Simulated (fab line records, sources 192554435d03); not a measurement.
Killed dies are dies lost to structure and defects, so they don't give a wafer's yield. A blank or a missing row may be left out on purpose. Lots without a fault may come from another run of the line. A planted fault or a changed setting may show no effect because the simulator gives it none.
Chamber matching | flow n5_finfet | N5_BEOL_M5_CURE_80 on uv_cure-03: 3 sister chambers
The step cures SiCOH lowk, time 120 s. 36 wafers are shown with their chamber, then 12 later ones without.

WAFERS WITH THEIR CHAMBER
wafer  | chamber | wafer_temp_C_max | lamp_power_pct (%)
L078.2 | 0       | 371.5            | 52.33
L078.3 | 0       | 371.5            | 52.37
L078.5 | 0       | 371.4            | 52.29
L079.1 | 1       | 371.6            | 52.33
L079.5 | 1       | 371.7            | 52.35
L079.6 | 1       | 371.4            | 52.34
L077.1 | 2       | 371.8            | 52.28
L077.3 | 2       | 371.5            | 52.30
L077.5 | 2       | 372.3            | 52.32
L077.2 | 2       | 372.1            | 52.26
L077.4 | 2       | 372.2            | 52.32
L077.6 | 2       | 371.8            | 52.32
L082.2 | 0       | 371.7            | 52.23
L082.3 | 0       | 371.3            | 52.30
L082.4 | 0       | 371.5            | 52.26
L083.1 | 2       | 371.9            | 52.39
L083.5 | 2       | 372.4            | 52.23
L083.6 | 2       | 372.7            | 52.28
L085.1 | 0       | 372.7            | 52.32
L085.3 | 0       | 371.2            | 52.26
L085.5 | 0       | 371.2            | 52.26
L085.2 | 0       | 371.6            | 52.31
L085.4 | 0       | 371.6            | 52.35
L085.6 | 0       | 371.7            | 52.29
L086.1 | 2       | 372.4            | 52.28
L086.3 | 2       | 373.0            | 52.32
L086.6 | 2       | 371.9            | 52.31
L086.2 | 2       | 372.2            | 52.33
L086.4 | 2       | 372.7            | 52.31
L086.5 | 2       | 372.4            | 52.28
L087.2 | 2       | 372.5            | 52.30
L087.5 | 2       | 372.3            | 52.26
L087.6 | 2       | 372.5            | 52.28
L088.1 | 2       | 373.4            | 52.30
L088.4 | 2       | 373.1            | 52.41
L088.5 | 2       | 372.0            | 52.39

SIGNATURES (means of the wafers above)
reading          | chamber 0 | chamber 1 | chamber 2 | scatter within a chamber
wafer_temp_C_max | 371.575   | 371.567   | 372.338   | 0.43
lamp_power_pct   | 52.2975   | 52.3400   | 52.3081   | 0.0421
Rule: a wafer's distance from a chamber is the root of the sum, over the readings, of the square of ((its reading less the chamber's mean) divided by the reading's scatter). The wafer belongs to the nearest chamber; if the next one is less than 2 further off, it can't be placed. The scatter: the root of (the sum of the squares of (reading less its chamber's mean) over the shown wafers, divided by (wafers less chambers)).

WAFERS WITHOUT THEIR CHAMBER
wafer  | wafer_temp_C_max | lamp_power_pct (%)
L089.1 | 372.1            | 52.31
L089.4 | 372.0            | 52.28
L089.6 | 371.4            | 52.41
L093.3 | 372.0            | 52.43
L093.5 | 371.7            | 52.31
L093.6 | 371.2            | 52.26
L092.1 | 372.4            | 52.34
L092.2 | 371.6            | 52.27
L092.5 | 371.8            | 52.30
L096.4 | 371.5            | 52.26
L096.5 | 371.8            | 52.43
L096.6 | 372.7            | 52.31

WHICH CHAMBER EACH WENT THROUGH
wafer  | from the rows above          | in truth
L089.1 | can't be placed: 2 or 0 or 1 | 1
L089.4 | can't be placed: 2 or 0 or 1 | 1
L089.6 | can't be placed: 1 or 0 or 2 | 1
L093.3 | can't be placed: 1 or 2 or 0 | 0
L093.5 | can't be placed: 0 or 1 or 2 | 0
L093.6 | can't be placed: 0 or 1 or 2 | 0
L092.1 | can't be placed: 2 or 1 or 0 | 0
L092.2 | can't be placed: 0 or 1 or 2 | 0
L092.5 | can't be placed: 0 or 1 or 2 | 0
L096.4 | can't be placed: 0 or 1 or 2 | 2
L096.5 | can't be placed: 1 or 2 or 0 | 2
L096.6 | can't be placed: 2 or 0 or 1 | 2
Placed correctly: 0 of 12. Can't be placed from these rows: 12 (the true chamber is among the candidates in 12). Placed wrongly: 0.
